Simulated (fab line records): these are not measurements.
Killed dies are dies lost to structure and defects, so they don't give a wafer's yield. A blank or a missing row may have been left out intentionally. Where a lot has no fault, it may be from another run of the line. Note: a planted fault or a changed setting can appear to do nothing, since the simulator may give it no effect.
fab line records	flow nand-harc
record lots=6	wafers=18	last-day=24
route steps=1159 shown P_CONTACT@249 P_M0@253 END@1159
lots untouched by any fault: they come from a run of this same line in which no faults occurred
start-h: the number of hours between the record's first day and the start of the first shown wafer of the lot	wait-h: hours since the lot's step before	" identical to the entry in the row above	L1.1+2: several wafers, shown together as one row	- no value, or no start was given	* or withheld: withheld	< > ~ a bound
route shown NAME@n: NAME is a module with steps in the file, n the number in the route of the first one	usual: mean/standard deviation of fault-free wafers	same: alike in all rows	chamber/n: place in a boat	sites: per-site readings	_std_site: standard deviation across them	_edge_site: the outer-site mean with the inner-site mean subtracted	radius-mm: how far each site lies from the wafer's centre	mask NAME#n: copy n	behind: the last tool/chamber to shape the wafer	hold: what put the lot on hold/how long, in hours/how the hold closed	device: the transistor (n, p or np) that didn't switch	end of line: the route-end tests of the same wafers	a step with no rows: only its recipe	killed: dies that structure and defects cost at the first sort, which is not the same as the wafer's yield	map: shows each die of a wafer: x if killed, . if not, _ if none is there
set.NAME: the setting that was run; set.NAME@STEP: the one run at that earlier step	model.NAME: the simulator's own value behind a step, which no gauge read
lots at selected steps of the route; one table per step, one row per wafer
services: from which hour (start-h, from the record's first day; less than 0 if before it) a tool's chamber was out of use, for how many hours, and why
## steps
# step NHARC_P_CONTACT_CMP_24
# recipe t-overpolish-s=30	target-thk-nm=200
# usual motor-current-A=12.2/1.3	overpolish-run-s=30.002/0.0094	retaining-ring-pressure-frac=1.000/0.0052	time-to-endpoint-s=39.8/2.7
lot.wafer	tool	chamber	start-h	wait-h	motor-current-A	overpolish-run-s	retaining-ring-pressure-frac	time-to-endpoint-s
L988.2	cmp-03	2	153.08	0.5	11.1	30.017	1.000	38.8
L988.4	"	3	"	"	12.2	29.997	1.008	40.9
L988.6	"	2	"	"	11.4	30.005	0.993	38.3
L990.4	cmp-03	2	161.98	0.4	11.6	30.004	1.009	39.2
L990.1	"	1	"	"	11.3	29.993	1.009	39.8
L990.6	"	2	"	"	11.8	30.000	1.015	38.8
L995.3	cmp-03	2	200.80	0.4	12.0	30.013	1.005	36.3
L995.4	"	3	"	"	12.5	30.019	0.993	38.4
L995.5	"	2	"	"	11.7	29.971	1.005	36.7
L997.3	cmp-04	2	210.07	0.3	13.7	29.981	0.999	40.4
L997.1	"	3	"	"	12.1	29.999	1.009	41.6
L997.4	"	0	"	"	13.2	30.000	1.004	37.5
L103.1	cmp-01	3	242.32	0.5	9.8	29.998	1.000	43.1
L103.4	"	0	"	"	13.9	30.015	1.001	38.7
L103.6	"	2	"	"	13.8	30.010	0.999	42.8
L102.2	cmp-03	0	242.38	0.6	11.4	29.995	1.006	41.3
L102.3	"	2	"	"	11.5	30.005	1.011	35.0
L102.6	"	0	"	"	11.1	30.008	1.006	41.5
# step NHARC_P_CONTACT_SRD_26
# step NHARC_P_CONTACT_INSPECT_27
# usual raw-defect-count=295/120
lot.wafer	tool	chamber	start-h	wait-h	raw-defect-count
L988.2	defect-inspect-02	-	153.46	0.1	215
L988.4	"	-	"	"	268
L988.6	"	-	"	"	213
L990.1	defect-inspect-01	-	162.39	0.1	215
L990.4	"	-	"	"	269
L990.6	"	-	"	"	500
L995.3	defect-inspect-02	-	201.19	0.1	301
L995.4	"	-	"	"	318
L995.5	"	-	"	"	174
L997.1	defect-inspect-01	-	210.50	0.1	183
L997.3	"	-	"	"	312
L997.4	"	-	"	"	285
L103.1	defect-inspect-02	-	242.71	0.1	177
L103.4	"	-	"	"	138
L103.6	"	-	"	"	213
L102.2	defect-inspect-01	-	242.76	0.1	535
L102.3	"	-	"	"	351
L102.6	"	-	"	"	433
# step NHARC_P_M0_DEP_00
# recipe target-thk-a=1500	target-thk-nm=150	temp-c=withheld	pressure-torr=5	flow-sccm=200	rf-w=600	material=SiOC
# step NHARC_P_M0_DEHYDRATE_01
# recipe temp-c=150	time-s=120
# step NHARC_P_M0_HMDS_02
# recipe time-s=30
# step NHARC_P_M0_COAT_33
# recipe temp-c=200	time-s=65
# step NHARC_P_M0_COAT_03
# recipe spin-rpm=1500	resist-thk-nm=90
# step NHARC_P_M0_SOFTBAKE_04
# recipe temp-c=105	time-s=55
# step NHARC_P_M0_EBR_05
# step NHARC_P_M0_EXPOSE_06
# recipe na=1.35	target-cd-nm=90	dose-mj=81.28	mask-id=P_M0
# step NHARC_P_M0_PEB_07
# recipe peb-temp-c=100	peb-time-s=65
# usual chill-plate-temp-C=22.99/0.11	heater-power-total-W=156.6/0.42	plate-temp-C=100.01/0.12
lot.wafer	tool	chamber	start-h	wait-h	chill-plate-temp-C	heater-power-total-W	plate-temp-C
L988.2	litho-track-04	0	154.41	0.1	23.13	156.4	100.07
L988.4	"	0	"	"	23.08	157.1	99.92
L988.6	"	0	"	"	23.20	156.6	100.16
L990.1	litho-track-01	0	163.37	0.1	23.05	156.9	100.12
L990.4	"	0	"	"	23.02	156.4	100.15
L990.6	"	0	"	"	23.00	156.1	100.39
L995.3	litho-track-01	0	201.88	0.0	22.78	154.9	98.96
L995.4	"	0	"	"	22.82	154.7	99.05
L995.5	"	0	"	"	22.81	154.0	99.12
L997.1	litho-track-01	0	211.32	0.1	23.01	154.3	99.02
L997.3	"	0	"	"	23.19	154.9	99.08
L997.4	"	0	"	"	22.95	154.4	99.02
L103.1	litho-track-06	0	243.53	0.1	22.96	156.6	100.11
L103.4	"	0	"	"	23.15	156.9	100.01
L103.6	"	0	"	"	23.00	157.1	100.06
L102.2	litho-track-04	0	243.68	0.1	22.94	156.6	100.23
L102.3	"	0	"	"	22.77	156.3	100.02
L102.6	"	0	"	"	23.07	156.9	100.02
# step NHARC_P_M0_DEVELOP_08
# recipe develop-time-s=35	dev-temp-c=23
# step NHARC_P_M0_CD_MEAS_09
# recipe target-cd-nm=90	landing-energy-ev=500
# usual cd-nm=89.8/0.81
lot.wafer	tool	chamber	start-h	wait-h	cd-nm
L988.2	cd-sem-02	0	154.49	-	89.4
L988.4	"	0	"	"	88.9
L988.6	"	0	"	"	88.6
L990.1	cd-sem-03	0	163.45	-	88.9
L990.4	"	0	"	"	89.9
L990.6	"	0	"	"	89.0
L995.3	cd-sem-01	0	201.97	-	86.2
L995.4	"	0	"	"	85.5
L995.5	"	0	"	"	85.6
L997.1	cd-sem-02	0	211.40	-	84.8
L997.3	"	0	"	"	84.2
L997.4	"	0	"	"	85.0
L103.1	cd-sem-02	0	243.61	-	90.4
L103.4	"	0	"	"	91.0
L103.6	"	0	"	"	90.9
L102.2	cd-sem-03	0	243.76	-	88.6
L102.3	"	0	"	"	88.8
L102.6	"	0	"	"	89.1
# step NHARC_P_M0_OVL_MEAS_10
# recipe pitch-nm=180
# usual overlay-x-nm=0.2/0.9	overlay-y-nm=0.1/1
lot.wafer	tool	chamber	start-h	wait-h	overlay-x-nm	overlay-y-nm
L988.2	overlay-01	-	154.58	-	-0.4	1.1
L988.4	"	-	"	"	-0.6	0.4
L988.6	"	-	"	"	-0.8	-0.1
L990.1	overlay-02	-	163.53	-	1.8	-0.7
L990.4	"	-	"	"	2.0	-1.3
L990.6	"	-	"	"	1.7	-0.7
L995.3	overlay-02	-	202.05	-	0.9	0.4
L995.4	"	-	"	"	0.5	0.0
L995.5	"	-	"	"	0.4	0.3
L997.1	overlay-02	-	211.49	-	0.5	-1.2
L997.3	"	-	"	"	1.6	-1.3
L997.4	"	-	"	"	0.9	-1.4
L103.1	overlay-01	-	243.69	-	-1.1	-1.4
L103.4	"	-	"	"	-1.6	-1.0
L103.6	"	-	"	"	-1.1	-1.1
L102.2	overlay-02	-	243.85	-	-0.2	0.1
L102.3	"	-	"	"	0.1	0.1
L102.6	"	-	"	"	0.0	-0.4
# step NHARC_P_M0_INSPECT_11
# usual raw-defect-count=4.3/2.6
lot.wafer	tool	chamber	start-h	wait-h	raw-defect-count
L988.2	defect-inspect-01	-	154.63	0.1	8
L988.4	"	-	"	"	4
L988.6	"	-	"	"	19
L990.1	defect-inspect-02	-	163.57	0.0	4
L990.4	"	-	"	"	3
L990.6	"	-	"	"	1
L995.3	defect-inspect-02	-	202.09	0.0	3
L995.4	"	-	"	"	2
L995.5	"	-	"	"	2
L997.1	defect-inspect-01	-	211.53	0.0	1
L997.3	"	-	"	"	1
L997.4	"	-	"	"	2
L103.1	defect-inspect-01	-	243.73	0.0	3
L103.4	"	-	"	"	1
L103.6	"	-	"	"	9
L102.2	defect-inspect-02	-	243.88	0.0	6
L102.3	"	-	"	"	1
L102.6	"	-	"	"	7
# step NHARC_P_M0_DESCUM_14
# recipe time-s=3	o2-flow-sccm=200	ar-flow-sccm=0	bias-power-w=0	chemistry=O2
# usual drypump-motor-current-A=5.6/0.48	oes-product-au=0.995/0.011	rf-vpp-V=57.8/0.92	showerhead-plenum-p-Torr=1.93/0.07	throttle-valve-pct=11.312/0.0087
lot.wafer	tool	chamber	start-h	wait-h	drypump-motor-current-A	oes-product-au	rf-hours-counter-h	rf-vpp-V	showerhead-plenum-p-Torr	throttle-valve-pct	model.P_M0.cd-nm
L988.2	rie-diel-03	0	154.71	0.1	6.1	0.972	8.5	56.8	1.99	11.311	88.56
L988.4	"	1	"	"	4.7	1.009	6.6	55.5	2.05	11.298	90.12
L988.6	"	3	"	"	5.7	1.002	-	58.6	1.83	11.311	88.68
L990.1	rie-diel-03	0	163.64	0.1	6.1	0.976	9.2	59.1	1.99	11.307	88.44
L990.4	"	1	"	"	4.7	1.011	7.5	58.2	2.05	11.307	91.47
L990.6	"	0	"	"	6.1	0.970	-	58.2	1.99	11.313	88.29
L995.3	rie-diel-08	1	202.16	0.1	5.4	0.996	2.7	56.6	1.84	11.308	85.45
L995.4	"	2	"	"	5.1	1.001	4.2	57.2	1.92	11.294	85.05
L995.5	"	1	"	"	5.3	0.996	-	58.3	1.84	11.307	84.77
L997.3	rie-diel-08	1	211.60	0.1	5.3	0.988	2.9	57.3	1.84	11.307	83.79
L997.1	"	2	"	"	5.1	1.008	4.4	58.1	1.92	11.312	84.31
L997.4	"	3	"	"	5.2	1.011	4.4	57.7	1.90	11.320	83.66
L103.1	rie-diel-08	3	243.80	0.1	5.2	1.000	7.0	58.0	1.90	11.319	89.7
L103.4	"	1	"	"	5.3	0.992	5.7	56.6	1.84	11.323	90.18
L103.6	"	2	"	"	5.1	1.002	-	57.3	1.92	11.312	90.1
L102.3	rie-diel-09	0	243.95	0.1	5.2	0.980	10.6	57.5	1.95	11.302	87.58
L102.2	"	1	"	"	5.6	0.985	11.2	58.2	1.99	11.304	88.07
L102.6	"	0	"	"	5.2	0.987	-	58.8	1.95	11.317	88.36
# step NHARC_P_M0_ETCH_34
# recipe target-depth-a=400	overetch-a=120	time-s=43.94	ion-energy-ev=200	n2-flow-sccm=150	h2-flow-sccm=150	ar-flow-sccm=0	rf-w=400	bias-w=150	chemistry=N2/H2
# usual drypump-motor-current-A=5.6/0.49	oes-product-au=0.996/0.011	rf-fwd-power-W=395.0/1.9	rf-vpp-V=431.0/2.2	showerhead-plenum-p-Torr=2.06/0.077	throttle-valve-pct=14.170/0.0094
lot.wafer	tool	chamber	start-h	wait-h	drypump-motor-current-A	oes-product-au	rf-fwd-power-W	rf-hours-counter-h	rf-vpp-V	showerhead-plenum-p-Torr	throttle-valve-pct
L988.2	rie-diel-03	0	154.78	0.1	6.1	0.976	397.2	8.5	431.6	2.12	14.181
L988.4	"	3	"	"	5.7	0.990	395.5	9.3	426.9	1.94	14.171
L988.6	"	1	"	"	4.7	1.009	392.3	-	433.3	2.19	14.170
L990.4	rie-diel-03	1	163.72	0.1	4.7	1.008	393.9	7.5	434.6	2.19	14.159
L990.1	"	2	"	"	5.6	0.983	392.0	9.5	429.7	2.00	14.187
L990.6	"	2	"	"	5.6	0.980	394.5	-	428.2	1.99	14.163
L995.4	rie-diel-08	3	202.24	0.1	5.2	1.008	394.6	4.2	431.2	2.02	14.160
L995.3	"	0	"	"	6.4	0.987	396.4	3.4	432.2	2.07	14.175
L995.5	"	3	"	"	5.2	0.998	394.4	-	429.5	2.02	14.164
L997.4	rie-diel-08	1	211.68	0.1	5.4	0.996	395.8	2.9	427.7	1.96	14.167
L997.3	"	2	"	"	5.1	0.994	395.5	4.4	430.7	2.04	14.168
L997.1	"	3	"	"	5.2	0.998	394.4	4.4	428.7	2.02	14.189
L103.1	rie-diel-08	3	243.89	0.1	5.2	0.991	397.2	7.0	428.8	2.02	14.180
L103.4	"	0	"	"	6.4	0.981	394.7	5.5	429.9	2.07	14.179
L103.6	"	1	"	"	5.3	0.993	394.0	-	427.5	1.96	14.156
L102.3	rie-diel-09	3	244.04	0.1	6.3	1.006	391.5	10.1	432.6	2.16	14.167
L102.2	"	1	"	"	5.7	0.985	395.0	11.2	431.4	2.13	14.171
L102.6	"	3	"	"	6.3	1.001	392.7	-	435.0	2.16	14.180
# step NHARC_P_M0_ETCH_15
# recipe target-depth-a=1500	overetch-a=150	time-s=82.5	c4f8-flow-sccm=withheld	ar-flow-sccm=400	rf-w=600	bias-w=300	chemistry=C4F8/Ar
# usual oes-product-au=0.951/0.022	rf-fwd-power-W=595.4/2.5	rf-vpp-V=441.2/2.5
lot.wafer	tool	chamber	start-h	wait-h	oes-product-au	rf-fwd-power-W	rf-hours-counter-h	rf-vpp-V	model.P_M0.cd-nm
L988.2	rie-diel-03	1	-	-	0.930	592.3	6.7	444.7	88.04
L988.4	"	2	"	"	0.904	595.8	8.9	439.2	89.8
L988.6	"	1	"	"	0.930	592.5	-	443.6	88.17
L990.4	rie-diel-03	2	-	-	0.924	597.2	9.5	440.5	91.65
L990.1	"	0	"	"	0.915	598.7	9.2	444.7	87.45
L990.6	"	1	"	"	0.928	593.4	-	446.2	87.36
L995.4	rie-diel-08	3	-	-	0.984	598.3	4.3	440.3	84.69
L995.3	"	1	"	"	0.953	596.5	2.7	439.0	85.42
L995.5	"	3	"	"	0.982	600.9	-	440.3	84.31
L997.1	rie-diel-08	0	-	-	0.936	597.9	3.6	441.8	83.61
L997.3	"	1	"	"	0.958	597.4	2.9	438.1	84.11
L997.4	"	3	"	"	0.979	594.6	4.5	439.1	83.1
L103.4	rie-diel-08	1	-	-	0.968	597.4	5.8	439.6	90.45
L103.1	"	3	"	"	0.956	596.6	7.0	440.8	89.78
L103.6	"	1	"	"	0.977	597.4	-	438.4	89.76
L102.2	rie-diel-09	0	-	-	0.900	589.4	10.6	442.5	87.75
L102.3	"	1	"	"	0.919	594.8	11.2	443.6	87.46
L102.6	"	2	"	"	0.921	594.1	-	437.1	88.27
# step NHARC_P_M0_CD_MEAS_16
# usual cd-nm=89.3/1.1
lot.wafer	tool	chamber	start-h	wait-h	cd-nm
L988.2	cd-sem-03	-	154.99	-	88.2
L988.4	"	-	"	"	89.6
L988.6	"	-	"	"	88.2
L990.1	cd-sem-03	-	163.93	-	87.6
L990.4	"	-	"	"	91.4
L990.6	"	-	"	"	87.5
L995.3	cd-sem-01	-	202.45	-	85.4
L995.4	"	-	"	"	84.8
L995.5	"	-	"	"	84.3
L997.1	cd-sem-02	-	211.90	-	83.6
L997.3	"	-	"	"	84.5
L997.4	"	-	"	"	83.3
L103.1	cd-sem-02	-	244.09	-	89.6
L103.4	"	-	"	"	90.4
L103.6	"	-	"	"	89.5
L102.2	cd-sem-01	-	244.25	-	87.4
L102.3	"	-	"	"	87.7
L102.6	"	-	"	"	88.3
# step NHARC_P_M0_STRIP_18
# recipe power-w=1000	n2-flow-sccm=150	h2-flow-sccm=150	ar-flow-sccm=0	bias-w=0	chemistry=N2/H2
# usual drypump-motor-current-A=5.6/0.46	oes-product-au=0.994/0.011	rf-fwd-power-W=997/3.3	rf-vpp-V=90.9/0.94	showerhead-plenum-p-Torr=2.06/0.074	throttle-valve-pct=14.171/0.0098
lot.wafer	tool	chamber	start-h	wait-h	drypump-motor-current-A	oes-product-au	rf-fwd-power-W	rf-hours-counter-h	rf-vpp-V	showerhead-plenum-p-Torr	throttle-valve-pct
L988.4	rie-diel-08	2	155.08	0.1	5.0	0.998	999	2	91.4	2.05	14.181
L988.2	"	1	"	"	5.3	0.996	999	2	88.8	1.96	14.166
L988.6	"	3	"	"	5.2	0.994	997	-	90.9	2.02	14.164
L990.4	rie-diel-08	1	164.01	0.1	5.3	0.990	993	2	91.0	1.96	14.173
L990.1	"	3	"	"	5.2	0.994	998	2	91.1	2.02	14.165
L990.6	"	1	"	"	5.4	1.004	995	-	88.9	1.96	14.180
L995.3	rie-diel-09	2	202.55	0.1	6.0	0.992	1001	7	90.4	1.97	14.177
L995.4	"	3	"	"	6.3	1.001	997	7	91.7	2.17	14.171
L995.5	"	1	"	"	5.6	0.997	997	-	92.1	2.13	14.171
L997.1	rie-diel-09	0	211.98	0.1	5.2	0.984	998	8	91.3	2.08	14.173
L997.4	"	2	"	"	6.0	0.994	1002	7	88.7	1.97	14.192
L997.3	"	3	"	"	6.3	1.021	991	7	90.3	2.17	14.165
L103.4	rie-diel-09	3	244.18	0.1	6.3	1.018	997	10	91.3	2.16	14.159
L103.1	"	2	"	"	5.9	0.990	994	10	88.5	1.97	14.171
L103.6	"	0	"	"	5.2	0.991	1003	-	91.5	2.08	14.172
L102.2	rie-diel-09	2	244.37	0.1	6.0	0.995	992	10	90.2	1.97	14.186
L102.3	"	3	"	"	6.3	1.001	995	10	89.1	2.16	14.163
L102.6	"	1	"	"	5.7	0.990	999	-	92.1	2.13	14.178
# step NHARC_END_SORT_01
# recipe temp-c=25
# usual defect-limited-yield=95.2/1.6	killed-at-array=29/11	killed-at-other=0.5/0.89	killed-at-periphery=3.3/2	killed-dies=32/11	killed-open=3.1/1.9	killed-short=2.3/1.6	sort_bin_2_pct=1.5/0.71	sort_bin_3_pct=0.30/0.22	sort_bin_4_pct=3.0/1.1	sort-n-pass=645/11	sort-rim-yield-pct=97.3/1.8	sort-yield-pct=95.2/1.6
# same gross-dies=677	sort_bin_5_pct[%]=0	sort_bin_6_pct[%]=0	sort_bin_7_pct[%]=0	sort_bin_8_pct[%]=0	sort-rim-n-gross=106.00
lot.wafer	tool	chamber	start-h	wait-h	defect-limited-yield[%]	killed-at-array	killed-at-other	killed-at-periphery	killed-dies	killed-open	killed-short	sort_bin_2_pct[%]	sort_bin_3_pct[%]	sort_bin_4_pct[%]	sort-n-pass	sort-rim-yield-pct[%]	sort-yield-pct[%]
L990.1	prober-02	0	486.22	2.5	93.4	38	3	4	45	8	1	1.3	0.74	4.6	632	98.1	93.4
L990.4	prober-02	0	488.62	3.4	95.1	28	2	3	33	5	0	1.9	0.59	2.4	644	95.3	95.1
L990.6	prober-02	0	490.22	4.0	94.7	32	2	2	36	2	3	1.6	0.30	3.4	641	96.2	94.7
L997.1	prober-02	0	529.97	2.5	96.9	21	0	0	21	1	3	0.4	0.15	2.5	656	98.1	96.9
L997.3	prober-02	0	531.56	3.1	95.7	25	0	4	29	3	9	1.5	0.44	2.4	648	96.2	95.7
# killed by level:class
L990.1 A_CHANNEL_HOLE_D1:chamber-film-flake=22 A_WL_FILL:chamber-film-flake=4 A_M0:geometric-particle:open=3 A_CONTACT:chamber-film-flake=3 THIN_TSV:chamber-film-flake=3 A_BLC:geometric-particle:open=2 P_M0:geometric-particle:open=1 A_CHANNEL_HOLE_D1:geometric-particle:open=1
L990.4 A_CHANNEL_HOLE_D1:chamber-film-flake=21 P_CONTACT:geometric-particle:open=2 A_CONTACT:chamber-film-flake=2 THIN_TSV:chamber-film-flake=2 A_CHANNEL_HOLE_D1:geometric-particle:open=1 A_M0:geometric-particle:open=1 A_M1:geometric-particle:open=1 P_STI:chamber-film-flake=1
L990.6 A_CHANNEL_HOLE_D1:chamber-film-flake=19 A_STAIRCASE:chamber-film-flake=4 A_WL_FILL:chamber-film-flake=3 A_CONTACT:chamber-film-flake=3 THIN_TSV:chamber-film-flake=2 P_M0:geometric-particle:open=1 P_M1:geometric-particle:open=1 A_CHANNEL_HOLE_D1:geometric-particle:short=1
L997.1 A_CHANNEL_HOLE_D1:chamber-film-flake=8 A_STAIRCASE:chamber-film-flake=3 A_BLC:chamber-film-flake=3 A_CONTACT:chamber-film-flake=2 A_CHANNEL_FILL_D1:geometric-particle:short=1 A_SLIT:geometric-particle:open=1 A_CONTACT:geometric-particle:short=1 A_M1:geometric-particle:short=1
L997.3 A_CHANNEL_HOLE_D1:chamber-film-flake=6 A_CONTACT:chamber-film-flake=5 P_M0:geometric-particle:short=3 A_WL_FILL:geometric-particle:short=2 A_STAIRCASE:chamber-film-flake=2 A_BLC:chamber-film-flake=2 P_GATE:geometric-particle:short=1 A_ONON_D1:geometric-particle:short=1
## services
tool	chamber	start-h	hours	kind
rie-diel-08	0	133.85	-	clean
rie-diel-08	1	133.85	-	clean
rie-diel-08	2	133.85	-	clean
rie-diel-08	3	133.85	-	clean
cmp-04	-	136.58	0.3	repair
litho-track-04	-	141.00	7.0	pm
rie-diel-03	1	143.47	8.0	repair
rie-diel-09	1	153.32	1.7	repair
cmp-04	-	155.91	4.0	repair
cmp-03	-	157.70	4.0	pm
rie-diel-08	0	158.35	-	clean
rie-diel-08	1	158.35	-	clean
rie-diel-08	2	158.35	-	clean
rie-diel-03	1	171.90	6.8	repair
cmp-03	-	175.02	2.9	repair
cmp-01	-	179.63	4.0	pm
rie-diel-08	1	185.84	6.1	repair
cmp-03	-	189.99	1.3	repair
cmp-04	-	203.00	4.0	pm
rie-diel-03	-	215.30	9.0	pm
rie-diel-08	0	222.52	1.3	repair
rie-diel-09	0	226.36	5.7	repair
cmp-03	-	235.58	1.7	repair
rie-diel-08	0	236.89	2.9	repair
## key
first-sign step=NHARC_P_M0_PEB_07	reading=plate-temp-C	direction=down	sigmas=8.3	usual=*	struck=*
effect step=NHARC_P_M0_PEB_07	reading=heater-power-total-W	direction=down	sigmas=4.9	usual=*	struck=*
effect step=NHARC_P_M0_CD_MEAS_09	reading=cd-nm	direction=down	sigmas=5.7	usual=89.8	struck=85.2
effect step=NHARC_P_M0_CD_MEAS_16	reading=cd-nm	direction=down	sigmas=4.7	usual=89.3	struck=84.3
model-effect step=NHARC_P_M0_DESCUM_14	value=P_M0.cd-nm	without=88.3	struck=84.5
model-effect step=NHARC_P_M0_ETCH_15	value=P_M0.cd-nm	without=88	struck=84.21
met-at NHARC_P_M0_PEB_07
struck-wafers L995.3,L995.4,L995.5,L997.1,L997.3,L997.4
onset-between 163.37 201.88
fault kind=process-parameter-drift	tool=litho-track-01	chamber=-	onset-h=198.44	steps=NHARC_P_M0_PEB_07	channel=peb-temp-c	offset=*	shape=step	end-h=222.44	acts-in=*	stated=*
